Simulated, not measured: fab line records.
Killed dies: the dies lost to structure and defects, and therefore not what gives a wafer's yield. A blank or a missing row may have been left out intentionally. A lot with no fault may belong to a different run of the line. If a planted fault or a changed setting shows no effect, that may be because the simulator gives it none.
Chamber matching :: flow n5_finfet :: rie_si-02 running N5_STI_FIN_REVEAL_ETCH_34: 4 sister chambers
The step etches Si in H2, material Si, target depth 0.97 nm. 18 wafers are shown with their chamber, then 9 later ones without.

WAFERS PAIRED WITH THEIR CHAMBERS
wafer: L078.1
chamber: 2
throttle_valve_pct (%): 25.2
drypump_motor_current_A (A): 5.9
oes_product_au (a.u.): 1.029

wafer: L078.2
chamber: 0
throttle_valve_pct (%): 26.8
drypump_motor_current_A (A): 6.2
oes_product_au (a.u.): 1.005

wafer: L078.3
chamber: 3
throttle_valve_pct (%): 25.5
drypump_motor_current_A (A): 4.8
oes_product_au (a.u.): 0.996

wafer: L082.1
chamber: 1
throttle_valve_pct (%): 25.6
drypump_motor_current_A (A): 5.6
oes_product_au (a.u.): 1.020

wafer: L082.3
chamber: 0
throttle_valve_pct (%): 26.8
drypump_motor_current_A (A): 6.2
oes_product_au (a.u.): 1.023

wafer: L082.4
chamber: 2
throttle_valve_pct (%): 25.2
drypump_motor_current_A (A): 5.9
oes_product_au (a.u.): 1.040

wafer: L083.3
chamber: 1
throttle_valve_pct (%): 25.7
drypump_motor_current_A (A): 5.6
oes_product_au (a.u.): 1.019

wafer: L083.5
chamber: 0
throttle_valve_pct (%): 26.8
drypump_motor_current_A (A): 6.2
oes_product_au (a.u.): 1.018

wafer: L083.6
chamber: 3
throttle_valve_pct (%): 25.5
drypump_motor_current_A (A): 4.8
oes_product_au (a.u.): 1.009

wafer: L086.3
chamber: 1
throttle_valve_pct (%): 25.7
drypump_motor_current_A (A): 5.5
oes_product_au (a.u.): 1.018

wafer: L086.4
chamber: 0
throttle_valve_pct (%): 26.8
drypump_motor_current_A (A): 6.2
oes_product_au (a.u.): 1.021

wafer: L086.6
chamber: 1
throttle_valve_pct (%): 25.7
drypump_motor_current_A (A): 5.6
oes_product_au (a.u.): 1.003

wafer: L087.2
chamber: 3
throttle_valve_pct (%): 25.5
drypump_motor_current_A (A): 4.8
oes_product_au (a.u.): 1.005

wafer: L087.4
chamber: 1
throttle_valve_pct (%): 25.7
drypump_motor_current_A (A): 5.5
oes_product_au (a.u.): 1.023

wafer: L087.6
chamber: 0
throttle_valve_pct (%): 26.8
drypump_motor_current_A (A): 6.2
oes_product_au (a.u.): 1.023

wafer: L092.2
chamber: 1
throttle_valve_pct (%): 25.7
drypump_motor_current_A (A): 5.6
oes_product_au (a.u.): 1.018

wafer: L092.3
chamber: 2
throttle_valve_pct (%): 25.2
drypump_motor_current_A (A): 5.8
oes_product_au (a.u.): 1.041

wafer: L092.5
chamber: 0
throttle_valve_pct (%): 26.8
drypump_motor_current_A (A): 6.2
oes_product_au (a.u.): 1.011

SIGNATURES, as means of the wafers listed above
reading: throttle_valve_pct
chamber 0: 26.800
chamber 1: 25.683
chamber 2: 25.200
chamber 3: 25.500
scatter within a chamber: 0.0244

reading: drypump_motor_current_A
chamber 0: 6.200
chamber 1: 5.567
chamber 2: 5.867
chamber 3: 4.800
scatter within a chamber: 0.0378

reading: oes_product_au
chamber 0: 1.01683
chamber 1: 1.01683
chamber 2: 1.03667
chamber 3: 1.00333
scatter within a chamber: 0.00704
Rule: for each reading, subtract the chamber's mean from the wafer's reading, divide by that reading's scatter and square the result; add these up over the readings and take the root, which gives the wafer's distance from the chamber. The wafer belongs to the nearest chamber; if the next one is less than 2 further off, it can't be placed. How the scatter is found: for the shown wafers, subtract from each reading the mean of its chamber, square and add these, divide the total by (wafers less chambers), then take the root.

WAFERS WITH NO CHAMBER GIVEN
wafer: L093.2
throttle_valve_pct (%): 25.2
drypump_motor_current_A (A): 5.8
oes_product_au (a.u.): 1.036

wafer: L093.5
throttle_valve_pct (%): 25.2
drypump_motor_current_A (A): 5.8
oes_product_au (a.u.): 1.039

wafer: L093.6
throttle_valve_pct (%): 25.5
drypump_motor_current_A (A): 4.8
oes_product_au (a.u.): 1.006

wafer: L094.2
throttle_valve_pct (%): 26.8
drypump_motor_current_A (A): 6.2
oes_product_au (a.u.): 1.022

wafer: L094.4
throttle_valve_pct (%): 25.5
drypump_motor_current_A (A): 4.8
oes_product_au (a.u.): 1.012

wafer: L094.5
throttle_valve_pct (%): 25.5
drypump_motor_current_A (A): 4.8
oes_product_au (a.u.): 1.009

wafer: L096.3
throttle_valve_pct (%): 25.5
drypump_motor_current_A (A): 4.8
oes_product_au (a.u.): 0.999

wafer: L096.5
throttle_valve_pct (%): 25.2
drypump_motor_current_A (A): 5.8
oes_product_au (a.u.): 1.024

wafer: L096.6
throttle_valve_pct (%): 25.5
drypump_motor_current_A (A): 4.8
oes_product_au (a.u.): 0.999

CHAMBER TAKEN BY EACH
wafer: L093.2
from the rows above: 2
in truth: 2

wafer: L093.5
from the rows above: 2
in truth: 2

wafer: L093.6
from the rows above: 3
in truth: 3

wafer: L094.2
from the rows above: 0
in truth: 0

wafer: L094.4
from the rows above: 3
in truth: 3

wafer: L094.5
from the rows above: 3
in truth: 3

wafer: L096.3
from the rows above: 3
in truth: 3

wafer: L096.5
from the rows above: 2
in truth: 2

wafer: L096.6
from the rows above: 3
in truth: 3
9 of 9 placed correctly. Number that these rows cannot place: 0. 0 placed wrongly.
